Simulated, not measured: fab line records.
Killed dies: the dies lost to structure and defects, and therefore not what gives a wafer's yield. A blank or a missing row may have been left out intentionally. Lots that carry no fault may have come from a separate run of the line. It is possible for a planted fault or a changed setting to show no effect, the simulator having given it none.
fab line records :: flow nandHarc
record
  lots=5
  wafers=14
  lastDay=23
route steps=1159 shown A_SOURCE_PLATE@420 A_ONON_D1@424 END@1159
lots that met no fault: taken from a fault-free run of the same line
startH: hours from the record's opening day to when the first of the lot's shown wafers began :: waitH: hours from the lot's prior step to this one :: " the same as in the row above :: L1.1+2: a single row standing in for several wafers :: - no value, or no start given :: * or withheld: withheld :: < > ~ a bound
route shown NAME@n: names a module that has steps shown in the file, with the first one's number in the route :: usual: mean/standard deviation of fault-free wafers :: same: alike in all rows :: chamber/n: place in a boat :: sites: per-site readings :: _std_site: how widely they spread, as a standard deviation :: _edge_site: the outer-site mean with the inner-site mean subtracted :: radiusMm: for every site, how far away it sits from the centre of the wafer :: mask NAME#n: copy n :: behind: the tool/chamber that last shaped the wafer :: hold: reason for holding the lot/hours on hold/outcome of the hold :: device: transistor that didn't switch, given as n, p or np :: end of line: the tests these same wafers got at the end of their route :: a step given without rows: its recipe and nothing more :: killed: the dies lost at the first sort to structure and to defects; this is not the yield of the wafer :: map: dies across one wafer; x = killed, . = not, _ = none there
set.NAME: setting as actually run; set.NAME@STEP: the setting as run at that earlier step :: model.NAME: the simulator's own value behind a step, which no gauge read
certain route steps with their lots: each step a table, each wafer a row
services: when a tool's chamber went out of use (startH, in hours from the record's first day, below 0 if earlier), for how many hours, and the reason
## steps
# step NHARC_A_SOURCE_PLATE_THK_MEAS_06
# recipe
  thkMeasGauge=ellipsometry
# usual
  thkNm=200.3/2.2
lot.wafer: L648.3
tool: filmMetro-01
chamber: -
startH: 169.04
waitH: 0.4
thkNm: 199.9

lot.wafer: L648.4
tool: filmMetro-01
chamber: -
startH: 169.04
waitH: 0.4
thkNm: 197.9

lot.wafer: L648.5
tool: filmMetro-01
chamber: -
startH: 169.04
waitH: 0.4
thkNm: 199.9

lot.wafer: L651.2
tool: filmMetro-01
chamber: -
startH: 180.69
waitH: 0.4
thkNm: 197.2

lot.wafer: L651.3
tool: filmMetro-01
chamber: -
startH: 180.69
waitH: 0.4
thkNm: 197.3

lot.wafer: L651.5
tool: filmMetro-01
chamber: -
startH: 180.69
waitH: 0.4
thkNm: 200.4

lot.wafer: L655.1
tool: filmMetro-01
chamber: -
startH: 208.38
waitH: 0.4
thkNm: 202.0

lot.wafer: L655.4
tool: filmMetro-01
chamber: -
startH: 208.38
waitH: 0.4
thkNm: 199.3

lot.wafer: L657.1
tool: filmMetro-01
chamber: -
startH: 229.58
waitH: 0.4
thkNm: 200.2

lot.wafer: L657.4
tool: filmMetro-01
chamber: -
startH: 229.58
waitH: 0.4
thkNm: 203.3

lot.wafer: L657.6
tool: filmMetro-01
chamber: -
startH: 229.58
waitH: 0.4
thkNm: 200.5

lot.wafer: L667.2
tool: filmMetro-01
chamber: -
startH: 279.21
waitH: 0.4
thkNm: 201.6

lot.wafer: L667.4
tool: filmMetro-01
chamber: -
startH: 279.21
waitH: 0.4
thkNm: 200.6

lot.wafer: L667.5
tool: filmMetro-01
chamber: -
startH: 279.21
waitH: 0.4
thkNm: 202.6
# step NHARC_A_SOURCE_PLATE_INSPECT_08
# usual
  rawDefectCount=62/28
lot.wafer: L648.3
tool: defectInspect-01
chamber: -
startH: 169.10
waitH: 0.0
rawDefectCount: 75

lot.wafer: L648.4
tool: defectInspect-01
chamber: -
startH: 169.10
waitH: 0.0
rawDefectCount: 70

lot.wafer: L648.5
tool: defectInspect-01
chamber: -
startH: 169.10
waitH: 0.0
rawDefectCount: 83

lot.wafer: L651.2
tool: defectInspect-01
chamber: -
startH: 180.78
waitH: 0.0
rawDefectCount: 61

lot.wafer: L651.3
tool: defectInspect-01
chamber: -
startH: 180.78
waitH: 0.0
rawDefectCount: 80

lot.wafer: L651.5
tool: defectInspect-01
chamber: -
startH: 180.78
waitH: 0.0
rawDefectCount: 50

lot.wafer: L655.1
tool: defectInspect-02
chamber: -
startH: 208.47
waitH: 0.0
rawDefectCount: 40

lot.wafer: L655.4
tool: defectInspect-02
chamber: -
startH: 208.47
waitH: 0.0
rawDefectCount: 36

lot.wafer: L657.1
tool: defectInspect-02
chamber: -
startH: 229.68
waitH: 0.0
rawDefectCount: 66

lot.wafer: L657.4
tool: defectInspect-02
chamber: -
startH: 229.68
waitH: 0.0
rawDefectCount: 55

lot.wafer: L657.6
tool: defectInspect-02
chamber: -
startH: 229.68
waitH: 0.0
rawDefectCount: 27

lot.wafer: L667.2
tool: defectInspect-01
chamber: -
startH: 279.30
waitH: 0.0
rawDefectCount: 86

lot.wafer: L667.4
tool: defectInspect-01
chamber: -
startH: 279.30
waitH: 0.0
rawDefectCount: 45

lot.wafer: L667.5
tool: defectInspect-01
chamber: -
startH: 279.30
waitH: 0.0
rawDefectCount: 61
# step NHARC_A_ONON_D1_DEP_00
# recipe
  targetThkA=10000
  n2FlowSccm=2750
  n2oFlowSccm=2000
  nh3FlowSccm=500
  sih4FlowSccm=210
  tempC=400
# step NHARC_A_ONON_D1_THK_MEAS_02
# recipe
  thkMeasGauge=ellipsometry
# usual
  thkNm=1001/9.3
lot.wafer: L648.3
tool: filmMetro-02
chamber: -
startH: 169.68
waitH: -
thkNm: 987

lot.wafer: L648.4
tool: filmMetro-02
chamber: -
startH: 169.68
waitH: -
thkNm: 988

lot.wafer: L648.5
tool: filmMetro-02
chamber: -
startH: 169.68
waitH: -
thkNm: 989

lot.wafer: L651.2
tool: filmMetro-02
chamber: -
startH: 181.63
waitH: -
thkNm: 1016

lot.wafer: L651.3
tool: filmMetro-02
chamber: -
startH: 181.63
waitH: -
thkNm: 1017

lot.wafer: L651.5
tool: filmMetro-02
chamber: -
startH: 181.63
waitH: -
thkNm: 1017

lot.wafer: L655.1
tool: filmMetro-01
chamber: -
startH: 209.05
waitH: -
thkNm: 1006

lot.wafer: L655.4
tool: filmMetro-01
chamber: -
startH: 209.05
waitH: -
thkNm: 1004

lot.wafer: L657.1
tool: filmMetro-01
chamber: -
startH: 230.26
waitH: -
thkNm: 1004

lot.wafer: L657.4
tool: filmMetro-01
chamber: -
startH: 230.26
waitH: -
thkNm: 1003

lot.wafer: L657.6
tool: filmMetro-01
chamber: -
startH: 230.26
waitH: -
thkNm: 1004

lot.wafer: L667.2
tool: filmMetro-02
chamber: -
startH: 279.87
waitH: -
thkNm: 1008

lot.wafer: L667.4
tool: filmMetro-02
chamber: -
startH: 279.87
waitH: -
thkNm: 1008

lot.wafer: L667.5
tool: filmMetro-02
chamber: -
startH: 279.87
waitH: -
thkNm: 1008
# step NHARC_A_ONON_D1_DEP_03
# recipe
  targetThkA=10000
  n2FlowSccm=2750
  n2oFlowSccm=2000
  nh3FlowSccm=500
  sih4FlowSccm=210
  tempC=400
# step NHARC_A_ONON_D1_THK_MEAS_05
# recipe
  thkMeasGauge=ellipsometry
# usual
  thkNm=1001/8.3
lot.wafer: L648.3
tool: filmMetro-01
chamber: -
startH: 170.25
waitH: -
thkNm: 991

lot.wafer: L648.4
tool: filmMetro-01
chamber: -
startH: 170.25
waitH: -
thkNm: 990

lot.wafer: L648.5
tool: filmMetro-01
chamber: -
startH: 170.25
waitH: -
thkNm: 992

lot.wafer: L651.2
tool: filmMetro-02
chamber: -
startH: 182.32
waitH: -
thkNm: 995

lot.wafer: L651.3
tool: filmMetro-02
chamber: -
startH: 182.32
waitH: -
thkNm: 997

lot.wafer: L651.5
tool: filmMetro-02
chamber: -
startH: 182.32
waitH: -
thkNm: 997

lot.wafer: L655.1
tool: filmMetro-01
chamber: -
startH: 209.61
waitH: -
thkNm: 1013

lot.wafer: L655.4
tool: filmMetro-01
chamber: -
startH: 209.61
waitH: -
thkNm: 1015

lot.wafer: L657.1
tool: filmMetro-01
chamber: -
startH: 230.83
waitH: -
thkNm: 991

lot.wafer: L657.4
tool: filmMetro-01
chamber: -
startH: 230.83
waitH: -
thkNm: 991

lot.wafer: L657.6
tool: filmMetro-01
chamber: -
startH: 230.83
waitH: -
thkNm: 991

lot.wafer: L667.2
tool: filmMetro-02
chamber: -
startH: 280.45
waitH: -
thkNm: 1015

lot.wafer: L667.4
tool: filmMetro-02
chamber: -
startH: 280.45
waitH: -
thkNm: 1012

lot.wafer: L667.5
tool: filmMetro-02
chamber: -
startH: 280.45
waitH: -
thkNm: 1014
# step NHARC_A_ONON_D1_DEP_06
# recipe
  targetThkA=10000
  n2FlowSccm=2750
  n2oFlowSccm=2000
  nh3FlowSccm=500
  sih4FlowSccm=210
  tempC=400
# step NHARC_A_ONON_D1_THK_MEAS_08
# recipe
  thkMeasGauge=ellipsometry
# usual
  thkNm=1000/8.7
lot.wafer: L648.3
tool: filmMetro-02
chamber: -
startH: 170.82
waitH: -
thkNm: 1001

lot.wafer: L648.4
tool: filmMetro-02
chamber: -
startH: 170.82
waitH: -
thkNm: 1000

lot.wafer: L648.5
tool: filmMetro-02
chamber: -
startH: 170.82
waitH: -
thkNm: 1001

lot.wafer: L651.2
tool: filmMetro-01
chamber: -
startH: 182.89
waitH: -
thkNm: 1002

lot.wafer: L651.3
tool: filmMetro-01
chamber: -
startH: 182.89
waitH: -
thkNm: 1001

lot.wafer: L651.5
tool: filmMetro-01
chamber: -
startH: 182.89
waitH: -
thkNm: 1003

lot.wafer: L655.1
tool: filmMetro-01
chamber: -
startH: 210.18
waitH: -
thkNm: 1001

lot.wafer: L655.4
tool: filmMetro-01
chamber: -
startH: 210.18
waitH: -
thkNm: 1001

lot.wafer: L657.1
tool: filmMetro-01
chamber: -
startH: 231.42
waitH: -
thkNm: 1012

lot.wafer: L657.4
tool: filmMetro-01
chamber: -
startH: 231.42
waitH: -
thkNm: 1010

lot.wafer: L657.6
tool: filmMetro-01
chamber: -
startH: 231.42
waitH: -
thkNm: 1012

lot.wafer: L667.2
tool: filmMetro-02
chamber: -
startH: 281.02
waitH: -
thkNm: 1005

lot.wafer: L667.4
tool: filmMetro-02
chamber: -
startH: 281.02
waitH: -
thkNm: 1005

lot.wafer: L667.5
tool: filmMetro-02
chamber: -
startH: 281.02
waitH: -
thkNm: 1004
# step NHARC_A_ONON_D1_DEP_09
# recipe
  targetThkA=10000
  n2FlowSccm=2750
  n2oFlowSccm=2000
  nh3FlowSccm=500
  sih4FlowSccm=210
  tempC=400
# step NHARC_A_ONON_D1_THK_MEAS_11
# recipe
  thkMeasGauge=ellipsometry
# usual
  thkNm=1000/12
lot.wafer: L648.3
tool: filmMetro-01
chamber: -
startH: 171.39
waitH: -
thkNm: 1009

lot.wafer: L648.4
tool: filmMetro-01
chamber: -
startH: 171.39
waitH: -
thkNm: 1010

lot.wafer: L648.5
tool: filmMetro-01
chamber: -
startH: 171.39
waitH: -
thkNm: 1010

lot.wafer: L651.2
tool: filmMetro-02
chamber: -
startH: 183.47
waitH: -
thkNm: 991

lot.wafer: L651.3
tool: filmMetro-02
chamber: -
startH: 183.47
waitH: -
thkNm: 989

lot.wafer: L651.5
tool: filmMetro-02
chamber: -
startH: 183.47
waitH: -
thkNm: 988

lot.wafer: L655.1
tool: filmMetro-02
chamber: -
startH: 210.75
waitH: -
thkNm: 997

lot.wafer: L655.4
tool: filmMetro-02
chamber: -
startH: 210.75
waitH: -
thkNm: 996

lot.wafer: L657.1
tool: filmMetro-02
chamber: -
startH: 231.99
waitH: -
thkNm: 1026

lot.wafer: L657.4
tool: filmMetro-02
chamber: -
startH: 231.99
waitH: -
thkNm: 1027

lot.wafer: L657.6
tool: filmMetro-02
chamber: -
startH: 231.99
waitH: -
thkNm: 1027

lot.wafer: L667.2
tool: filmMetro-01
chamber: -
startH: 281.58
waitH: -
thkNm: 993

lot.wafer: L667.4
tool: filmMetro-01
chamber: -
startH: 281.58
waitH: -
thkNm: 995

lot.wafer: L667.5
tool: filmMetro-01
chamber: -
startH: 281.58
waitH: -
thkNm: 993
# step NHARC_A_ONON_D1_DEP_12
# recipe
  targetThkA=10000
  n2FlowSccm=2750
  n2oFlowSccm=2000
  nh3FlowSccm=500
  sih4FlowSccm=210
  tempC=400
lot.wafer: L648.3+4+5
tool: pecvdOnon-03
chamber: 0
startH: 171.59
waitH: 0.2

lot.wafer: L651.2+3+5
tool: pecvdOnon-04
chamber: 0
startH: 183.64
waitH: 0.2

lot.wafer: L655.1+4
tool: pecvdOnon-03
chamber: 0
startH: 210.80
waitH: 0.1

lot.wafer: L657.1+4+6
tool: pecvdOnon-02
chamber: 0
startH: 232.05
waitH: 0.1

lot.wafer: L667.2+4+5
tool: pecvdOnon-03
chamber: 0
startH: 281.70
waitH: 0.1
# step NHARC_A_ONON_D1_THK_MEAS_14
# recipe
  thkMeasGauge=ellipsometry
# usual
  thkNm=997/9.6
lot.wafer: L648.3
tool: filmMetro-02
chamber: -
startH: 171.98
waitH: -
thkNm: 999

lot.wafer: L648.4
tool: filmMetro-02
chamber: -
startH: 171.98
waitH: -
thkNm: 1000

lot.wafer: L648.5
tool: filmMetro-02
chamber: -
startH: 171.98
waitH: -
thkNm: 1000

lot.wafer: L651.2
tool: filmMetro-02
chamber: -
startH: 184.10
waitH: -
thkNm: 1000

lot.wafer: L651.3
tool: filmMetro-02
chamber: -
startH: 184.10
waitH: -
thkNm: 1002

lot.wafer: L651.5
tool: filmMetro-02
chamber: -
startH: 184.10
waitH: -
thkNm: 1000

lot.wafer: L655.1
tool: filmMetro-02
chamber: -
startH: 211.32
waitH: -
thkNm: 977

lot.wafer: L655.4
tool: filmMetro-02
chamber: -
startH: 211.32
waitH: -
thkNm: 942

lot.wafer: L657.1
tool: filmMetro-01
chamber: -
startH: 232.56
waitH: -
thkNm: 1001

lot.wafer: L657.4
tool: filmMetro-01
chamber: -
startH: 232.56
waitH: -
thkNm: 1001

lot.wafer: L657.6
tool: filmMetro-01
chamber: -
startH: 232.56
waitH: -
thkNm: 999

lot.wafer: L667.2
tool: filmMetro-02
chamber: -
startH: 282.15
waitH: -
thkNm: 992

lot.wafer: L667.4
tool: filmMetro-02
chamber: -
startH: 282.15
waitH: -
thkNm: 996

lot.wafer: L667.5
tool: filmMetro-02
chamber: -
startH: 282.15
waitH: -
thkNm: 995
# step NHARC_A_ONON_D1_ANNEAL_15
# recipe
  tempC=750
  timeS=3600
# step NHARC_END_SORT_01
# recipe
  tempC=25
# usual
  killedAtArray=25/7.8
  killedAtOther=0.6/0.81
  killedAtPeriphery=3.3/2.2
  killedDies=29/8.2
  killedOpen=3.5/1.9
  killedShort=1.8/1.3
# same
  grossDies=677
lot.wafer: L655.4
tool: prober-02
chamber: 0
startH: 500.43
waitH: 3.4
killedAtArray: 530
killedAtOther: 1
killedAtPeriphery: 5
killedDies: 536
killedOpen: 2
killedShort: 1
# killed by level:class
L655.4 A_ONON_D1:areaDep=499 A_CHANNEL_HOLE_D1:chamberFilmFlake=14 P_STI:chamberFilmFlake=4 A_SLIT:chamberFilmFlake=4 A_CHANNEL_FILL_D1:chamberFilmFlake=3 A_CONTACT:chamberFilmFlake=3 A_ZERO_WELL:chamberFilmFlake=2 A_WL_FILL:chamberFilmFlake=2
# map L655.4 (x killed, . not)
____________x____________
_________.xx..xx_________
_______x.xx..xxxxx_______
______xxxx.xxxxxxxx______
_____x...xxxx..xxxxx_____
____.xxx.xxxx.xxxxxxx____
____xxxxxx.x.x.x.xxxx____
___xxxx.xx.xxx.xxxxxxx___
___xxxxx.x.xx.xx.xxxx.___
__x.x.x.xxxxxxx.x.xxx.x__
__xx.xxxxxxxxx.xx.xxxxx__
_.xxx.xxxxxxxxxx.xx.xxxx_
_.xxxxxxxxxxxx...x..xxxx_
_xxxx.xxxxxx.xxxxx.xxxx._
_.xxxxxx.xxxxx.xx.x.xxxx_
_.xxxxxxx.x.xxxxxxx.xxx._
xxx.xx...xxxxxxxxxxxxxxxx
.xxxxxxx.xxxxxxxxxx.xxx..
..xxx.x.x.xxxxxxx.xxxxxxx
xxxxxx.xxxxxxxxx.x.xxxxxx
xxxxxxxxx.xxxxxxxxx..x..x
_xxxxxxx.xxxxxxxxx.xxxxx_
_.xxx.xxxxxxxx.xxxx.x.xx_
_x.xxxxx.x.xxxxxx.xxxxxx_
_xxxx.xxxxxxxxxxxxx.xxx._
_xxxxx..x....xxxxxxxxxx._
__x.x.xxxx.x.xxx.x.xxxx__
__xx.xxx.xxxxxxx..xxxxx__
___xxxx.x..xxxxxxxxxxx___
___xxxx.xxxxx.xxx.xxx.___
____x.xxxx.xx.xxx..xx____
____xx.xxxxxxxxx..xxx____
_____xxx.xx..xxxx.xx_____
______xxxxx.xxxxxxx______
_______..x.xxxx.x._______
_________x.x.xxx_________
____________x____________
# map L648.4 (x killed, . not)
____________.____________
_________......._________
_______.........x._______
______.............______
_____..............._____
____.................____
____.................____
___..................x___
___..........x........___
__..................x..__
__.....................__
_.............x....x.x.x_
_..............xxx....x._
_...................x..._
_......x................_
_......................._
.........................
........x................
.........................
.........................
...........x.....x.......
_......................._
_.....xx................_
_..............x......x._
_.....x................._
_......................._
__.....................__
__.......x.............__
___x..................___
___..............x....___
____..........x......____
____.................____
_____..............x_____
______............x______
_______.......x..._______
_________......._________
____________.____________
## services
tool: pecvdOnon-03
chamber: -
startH: 153.07
hours: 13.0
kind: pm

tool: pecvdOnon-04
chamber: -
startH: 237.00
hours: 13.0
kind: pm
## key
firstSign
  step=NHARC_A_ONON_D1_THK_MEAS_14
  reading=thkNm
  direction=down
  sigmas=5.7
  usual=997
  struck=942
effect
  step=NHARC_END_SORT_01
  reading=killedAtArray
  direction=up
  sigmas=65
  usual=25
  struck=530
moreKillsBornAt
  NHARC_A_ONON_D1_DEP_12@pecvdOnon-03=499
metAt NHARC_A_ONON_D1_DEP_12
struckWafers L655.4
laterRowsLeftOut L655.4
testerLeftOut L655
onsetBetween 171.59 210.80
fault
  kind=processParameterDrift
  tool=pecvdOnon-03
  chamber=-
  onsetH=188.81
  steps=NHARC_A_ONON_D1_DEP_12
  channel=targetThkA
  offset=*
  shape=step
  endH=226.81
  scope=struckWafersOnly
  actsIn=*
  stated=*
# testerLeftOut: of these lots the tester's yield and bins aren't shown, on N5 and GAA mostly nor the transistor test; their killed dies are dies lost to structure and defects alone, not to doping, threshold or leakage, so they don't give the yield
# laterRowsLeftOut: the simulator's readings of these wafers behind a module that went badly wrong aren't trusted and aren't shown, but for the sort
